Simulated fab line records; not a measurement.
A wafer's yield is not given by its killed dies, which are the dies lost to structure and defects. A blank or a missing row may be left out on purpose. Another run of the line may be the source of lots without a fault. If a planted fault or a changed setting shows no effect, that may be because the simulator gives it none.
Chamber matching ; flow nand-harc ; NHARC_P_STI_CMP_21 on cmp-04 has 4 sister chambers
The step polishes, t overpolish 20 s, target thk 380.67 nm. 4 wafers are shown with their chamber, then 8 later ones without.

## EACH WAFER AND ITS CHAMBER
wafer;chamber;motor-current-A (A)
L581.4;0;10.2
L581.6;2;9.9
L589.6;3;11.6
L591.2;1;12.8

## WAFERS WITHOUT THEIR CHAMBER
wafer;motor-current-A (A)
L591.3;10.1
L591.4;11.1
L593.1;10.0
L593.2;12.3
L593.5;10.1
L594.1;10.1
L594.3;11.4
L594.4;12.4

## CHAMBER TAKEN BY EACH
wafer;from the rows above;in truth
L591.3;can't be placed: 0 or 2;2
L591.4;can't be placed: 3 or 0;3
L593.1;can't be placed: 2 or 0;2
L593.2;can't be placed: 1 or 3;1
L593.5;can't be placed: 0 or 2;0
L594.1;can't be placed: 0 or 2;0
L594.3;3;3
L594.4;can't be placed: 1 or 3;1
Correct placement for 1 of the 8. Not placeable from these rows: 7 (in 7, the candidates include the true chamber). Wrongly placed: 0.
How it was worked out, from the rows above alone: a wafer's distance from a chamber is the root of the sum, over the readings, of the square of ((its reading less the chamber's mean) divided by the reading's scatter). If the next closest chamber is less than 2 further off than the closest, the wafer can't be placed; otherwise it belongs to the closest. Each chamber's mean is taken over the wafers shown for it. The scatter: root of mean squared gap, hidden wafer to nearest shown wafer, with one shown wafer a chamber.
